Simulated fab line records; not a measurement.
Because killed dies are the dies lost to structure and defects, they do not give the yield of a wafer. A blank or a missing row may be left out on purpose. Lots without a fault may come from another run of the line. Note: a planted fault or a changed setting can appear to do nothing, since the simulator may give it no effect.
A lot that was struck, set against a sound lot :: flow nand-harc :: 43 steps out of a route of 1302
Sound: wafers L260.2, L260.4, L260.6. Struck: wafers L273.2, L273.5, L273.6. The cause is named last.
For every step that has rows: the tool of each side, followed by ch and its chambers, followed by its first start. Under that, the readings that differ: sound wafers :: struck wafers :: difference of the means :: sigmas: that difference in standard deviations of wafers without a fault.
alike: readings whose means differ by less than 2 such deviations, and words and numbers that are the same on both sides. not compared: withheld readings, readings that some wafer has no value for, bounds like >300 that may hide the same value, and numbers for which the record gives no deviation and whose values overlap.
The two part at a step that has a row with sigmas, a row that says differs or no value, or rows on one side only. When numbers do not overlap yet have no deviation, they are printed without sigmas and do not part them. A reading that every wafer of one side lacks parts them only if that side has two wafers or more.

first, 2 steps without rows for these wafers: NHARC_A_CONTACT_PEB_67 (peb time 65 s); NHARC_A_CONTACT_DEVELOP_68 (develop time 35 s).
NHARC_A_CONTACT_CD_MEAS_69: target cd 300 nm.
  sound on cd-sem-03 ch 0, day 24 06:44; struck on cd-sem-02 ch 0, day 29 00:26
  alike: cd-nm
NHARC_A_CONTACT_OVL_MEAS_70:
  struck on overlay-01, day 29 00:31; sound on overlay-02, day 24 06:50
  alike: overlay-x-nm, overlay-y-nm
NHARC_A_CONTACT_INSPECT_71:
  struck on defect-inspect-02, day 29 00:34; sound on defect-inspect-02, day 24 06:52
  alike: raw-defect-count
then, 3 steps without rows for these wafers: NHARC_A_CONTACT_DESCUM_74 (chemistry O2, time 3 s); NHARC_A_CONTACT_ETCH_75 (etches the open film in CF4, target depth 39 nm, time 65 s); NHARC_A_CONTACT_ETCH_76 (etches the open film in N2/H2, target depth 260 nm, time 475.3 s).
NHARC_A_CONTACT_ETCH_77: etches the open film in CF4/CHF3, target depth 108.9 nm, time 54.5 s.
  sound: rie-diel-02 ch 0,2,3; struck: rie-diel-02 ch 1,2,3
  alike: drypump-motor-current-A, oes-product-au, rf-vpp-V, showerhead-plenum-p-Torr, throttle-valve-pct
  not compared: rf-hours-counter-h
NHARC_A_CONTACT_ETCH_78: etches the open film in O2/COS, target depth 5300 nm, time 1378 s.
  sound: rie-diel-02 ch 1,2; struck: rie-diel-02 ch 2,3
  alike: drypump-motor-current-A, o2-flow-sccm, oes-product-au, rf-vpp-V, showerhead-plenum-p-Torr, throttle-valve-pct
  not compared: rf-hours-counter-h
then, 1 step without rows for these wafers: NHARC_A_CONTACT_ETCH_124 (etches the open film in C4F8/O2/Ar, time 140 s, target depth 700 nm).
NHARC_A_CONTACT_ETCH_125: etches the open film in C4F8/O2/Ar, time 197 s, target depth 1918 nm.
  sound on har-cap-etch-01 ch 0,1, day 24 08:41; struck on har-cap-etch-02 ch 0,1, day 29 02:41
  not compared: rf-hours-counter-h
NHARC_A_CONTACT_ETCH_126: etches the open film in C4F8/O2/Ar, time 197 s, target depth 1918 nm.
  sound on har-cap-etch-01 ch 0,1, day 24 08:52; struck on har-cap-etch-02 ch 0,1, day 29 02:51
  not compared: rf-hours-counter-h
then, 6 steps without rows for these wafers: NHARC_A_CONTACT_ETCH_127 (etches the open film in C4F8/O2/Ar, time 197 s, target depth 1918 nm); NHARC_A_CONTACT_ETCH_128 (etches the open film in C4F8/O2/Ar, time 197 s, target depth 1918 nm); NHARC_A_CONTACT_ETCH_129 (etches the open film in C4F8/O2/Ar, time 197 s, target depth 1918 nm); NHARC_A_CONTACT_ETCH_130 (etches the open film in C4F8/O2/Ar, time 197 s, target depth 1918 nm); NHARC_A_CONTACT_ETCH_131 (etches the open film in C4F8/O2/Ar, time 197 s, target depth 1918 nm); NHARC_A_CONTACT_ETCH_132 (etches the open film in C4F8/O2/Ar, time 197 s, target depth 1924 nm).
NHARC_A_CONTACT_ETCH_133: etches the open film in C4F8/O2/Ar, time 374 s, target depth 1610 nm.
  sound on har-cap-etch-01 ch 0,1, day 24 10:09; struck on har-cap-etch-02 ch 0,1, day 29 04:05
  not compared: rf-hours-counter-h
then, 2 steps without rows for these wafers: NHARC_A_CONTACT_ETCH_91 (etches the open film in CH3F/O2, target depth 40 nm, time 85.7 s); NHARC_A_CONTACT_ETCH_97 (etches the open film in C4F6/O2, target depth 20 nm, time 10 s).
NHARC_A_CONTACT_CD_MEAS_80:
  struck on cd-sem-03, day 29 05:07; sound on cd-sem-02, day 24 11:05
reading: cd-nm (nm)
sound: 287.2 287.1 288.5
struck: 290.2 290.1 289.0
difference: +2.2
sigmas: +2
then, 3 steps without rows for these wafers: NHARC_A_CONTACT_STRIP_103 (strips in N2/H2); NHARC_A_CONTACT_STRIP_104 (strips in CF4/CHF3); NHARC_A_CONTACT_STRIP_105 (strips in O2/COS).
NHARC_A_CONTACT_ETCH_106: etches the open film in CF4/O2, target depth 90 nm, overetch 9 nm, time 49.5 s.
  sound on rie-diel-11 ch 0,1,3, day 24 11:23; struck on rie-diel-02 ch 1,2,3, day 29 05:28
  alike: drypump-motor-current-A, o2-flow-sccm, oes_ar_750_au, oes-product-au, rf-vpp-V, showerhead-plenum-p-Torr, throttle-valve-pct
  not compared: rf-hours-counter-h
then, 14 steps without rows for these wafers: NHARC_A_CONTACT_STRIP_82 (strips in O2); NHARC_A_CONTACT_STRIP_83 (strips in post etch residue remover, time 600 s); NHARC_A_CONTACT_DEP_84 (deposits aC, target thk 2800 nm); NHARC_A_CONTACT_DEP_85 (deposits SiON, target thk 60 nm); NHARC_A_CONTACT_DEHYDRATE_00 (time 120 s); NHARC_A_CONTACT_HMDS_01 (time 30 s); NHARC_A_CONTACT_COAT_86 (time 75 s); NHARC_A_CONTACT_COAT_87 (time 65 s); NHARC_A_CONTACT_COAT_02 (resist thk 90 nm); NHARC_A_CONTACT_SOFTBAKE_03 (time 55 s); NHARC_A_CONTACT_EBR_04; NHARC_A_CONTACT_EXPOSE_05 (exposes mask A CC); NHARC_A_CONTACT_PEB_06 (peb time 65 s); NHARC_A_CONTACT_DEVELOP_07 (develop time 35 s).
NHARC_A_CONTACT_CD_MEAS_08: target cd 200 nm.
  sound on cd-sem-01 ch 0, day 24 18:18; struck on cd-sem-02 ch 0, day 29 13:13
  alike: cd-nm
-- record jumps: 2 days between struck wafers' starts before vs after; left off in module A_CONTACT, resumes in module END, first step shown is number 1302 of the route --
NHARC_END_SORT_01:
  the record has rows for the struck wafers here (prober-01 ch 0, day 31 20:37) and none for the sound ones

## WHERE THEY PART
First at NHARC_A_CONTACT_CD_MEAS_80; last, within this record, at NHARC_END_SORT_01.

WHY: what had been put in by the simulator
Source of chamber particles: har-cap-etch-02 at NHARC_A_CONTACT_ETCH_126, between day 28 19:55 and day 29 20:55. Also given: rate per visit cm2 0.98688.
